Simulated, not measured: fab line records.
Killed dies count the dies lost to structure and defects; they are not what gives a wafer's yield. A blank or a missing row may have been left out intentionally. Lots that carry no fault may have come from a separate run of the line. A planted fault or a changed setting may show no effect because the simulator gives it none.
Comparing a struck lot with a sound one + flow nandHarc + 24 steps out of a route of 1159
Sound: the wafers L485.1, L485.2, L485.6. Wafers struck: L496.1, L496.4, L496.5. At the end, the cause is stated.
For every step that has rows: the tool of each side, followed by ch and its chambers, followed by its first start. Under that, the readings that differ: sound wafers + struck wafers + difference of the means + sigmas: that difference in standard deviations of wafers without a fault.
alike: readings whose means differ by less than 2 such deviations, and words and numbers that are the same on both sides. not compared: withheld readings, readings that some wafer has no value for, bounds like >300 that may hide the same value, and numbers for which the record gives no deviation and whose values overlap.
The two part at a step that has a row with sigmas, a row that says differs or no value, or rows on one side only. Non-overlapping numbers with no deviation appear without sigmas and do not part them. A reading that every wafer of one side lacks parts them only if that side has two wafers or more.

NHARC_P_M1_INSPECT_27:
  sound on defectInspect-01 at day 6 12:58; struck on defectInspect-01 at day 9 08:29
  alike: rawDefectCount
NHARC_P_M1_PRE_CLEAN_32: time 12 s.
  sound on pecvd-02 ch 0,1, day 6 13:02; struck on pecvd-01 ch 0,1,2, day 9 08:37
  alike: heaterPowerOuterW, heaterPowerW
NHARC_P_M1_DEP_33: deposits SiCN, target thk 30 nm.
  sound on pecvd-02 ch 0,1, day 6 13:07; struck on pecvd-01 ch 0,1,2, day 9 08:45
  alike: chamberPressureTorr, heaterPowerOuterW, heaterPowerW
then, 8 steps without rows for these wafers: NHARC_P_M2_DEP_00 (deposits SiOC, target thk 182.5 nm); NHARC_P_M2_DEHYDRATE_01 (time 120 s); NHARC_P_M2_HMDS_02 (time 30 s); NHARC_P_M2_COAT_34 (time 65 s); NHARC_P_M2_COAT_03 (resist thk 90 nm); NHARC_P_M2_SOFTBAKE_04 (time 55 s); NHARC_P_M2_EBR_05; NHARC_P_M2_EXPOSE_06 (exposes mask P M2, target cd 170 nm).
NHARC_P_M2_PEB_07: peb time 65 s.
  sound on lithoTrack-04 ch 0, day 6 14:17; struck on lithoTrack-04 ch 0, day 9 09:49
| reading               | sound               | struck               | difference | sigmas |
|-----------------------|---------------------|----------------------|------------|--------|
| heaterPowerTotalW (W) | 156.9 156.8 156.7   | 161.5 160.7 161.0    | +4.3       | +10    |
| plateTempC (C)        | 100.05 99.78 100.09 | 102.06 102.41 102.23 | +2.26      | +16    |
then, 1 step without rows for these wafers: NHARC_P_M2_DEVELOP_08 (develop time 35 s).
NHARC_P_M2_CD_MEAS_09: target cd 170 nm.
  sound on cdSem-01 ch 0, day 6 14:22; struck on cdSem-01 ch 0, day 9 09:53
| reading   | sound             | struck            | difference | sigmas |
|-----------|-------------------|-------------------|------------|--------|
| cdNm (nm) | 169.7 170.0 170.8 | 177.5 176.9 177.3 | +7.1       | +11    |
NHARC_P_M2_OVL_MEAS_10: pitch 340 nm.
  sound on overlay-02 at day 6 14:28; struck on overlay-01 at day 9 09:59
| reading         | sound       | struck         | difference | sigmas |
|-----------------|-------------|----------------|------------|--------|
| overlayXNm (nm) | 1.2 0.5 0.9 | -1.1 -0.7 -0.5 | -1.6       | -2     |
| overlayYNm (nm) | 0.8 1.4 0.3 | -0.9 -1.3 -1.0 | -1.9       | -2     |
NHARC_P_M2_INSPECT_11:
  sound on defectInspect-01 at day 6 14:30; struck on defectInspect-02 at day 9 10:01
  alike: rawDefectCount
NHARC_P_M2_DESCUM_14: chemistry O2, time 3 s.
  sound on rieDiel-01 ch 0,1, day 6 14:34; struck on rieDiel-03 ch 1,3, day 9 10:05
| reading              | sound             | struck            | difference | sigmas |
|----------------------|-------------------|-------------------|------------|--------|
| model.P_M2.cdNm (nm) | 169.9 169.8 171.3 | 177.8 177.1 177.2 | +7.0       |        |
  alike: drypumpMotorCurrentA, oesProductAu, rfVppV, showerheadPlenumPTorr, throttleValvePct
  not compared: rfHoursCounterH
NHARC_P_M2_ETCH_35: etches the open film in N2/H2, target depth 40 nm, overetch 12 nm, time 43.94 s.
  sound on rieDiel-01 ch 1,2,3, day 6 14:38; struck on rieDiel-03 ch 0,2,3, day 9 10:10
| reading             | sound             | struck            | difference | sigmas |
|---------------------|-------------------|-------------------|------------|--------|
| oesProductAu (a.u.) | 0.979 0.992 1.005 | 1.017 1.002 1.007 | +0.017     | +2     |
  alike: drypumpMotorCurrentA, rfVppV, showerheadPlenumPTorr, throttleValvePct
  not compared: rfHoursCounterH
NHARC_P_M2_ETCH_15: etches the open film in C4F8/Ar, target depth 182.5 nm, time 91.2 s.
  sound: rieDiel-01 ch 0,1; struck: rieDiel-03 ch 0,1,2
  alike: oesProductAu, rfVppV
  not compared: rfHoursCounterH
NHARC_P_M2_CD_MEAS_16:
  sound on cdSem-01 at day 6 14:52; struck on cdSem-02 at day 9 10:23
| reading   | sound             | struck            | difference | sigmas |
|-----------|-------------------|-------------------|------------|--------|
| cdNm (nm) | 169.1 169.8 171.3 | 177.3 176.6 177.4 | +7.0       | +9     |
NHARC_P_M2_STRIP_18: strips in N2/H2.
  sound on rieDiel-03 ch 1,2,3, day 6 14:58; struck on rieDiel-03 ch 0,1,3, day 9 10:30
  alike: drypumpMotorCurrentA, oesProductAu, rfVppV, showerheadPlenumPTorr, throttleValvePct
  not compared: rfHoursCounterH
NHARC_P_M2_ETCH_28: etches the open film in CF4/N2, target depth 30 nm, time 72.99 s.
  sound: rieDiel-03 ch 0,2; struck: rieDiel-03 ch 2,3
| reading              | sound             | struck            | difference | sigmas |
|----------------------|-------------------|-------------------|------------|--------|
| model.P_M2.cdNm (nm) | 169.4 169.3 171.9 | 177.4 176.3 176.6 | +6.6       |        |
  alike: cf4FlowSccm, drypumpMotorCurrentA, oesProductAu, rfVppV, showerheadPlenumPTorr, throttleValvePct
  not compared: rfHoursCounterH
then, 2 steps without rows for these wafers: NHARC_P_M2_STRIP_19 (strips in post etch residue remover, time 600 s); NHARC_END_SORT_01.

## WHERE THEY PART
Earliest at NHARC_P_M2_PEB_07; latest, in this record, at NHARC_P_M2_CD_MEAS_16. Later steps at which nothing parts them and some readings are alike: NHARC_P_M2_STRIP_18, NHARC_P_M2_ETCH_28.

WHY: what the simulator had put in
Process parameter drift: lithoTrack-04, from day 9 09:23 on, at NHARC_P_M2_PEB_07. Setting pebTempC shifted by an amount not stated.
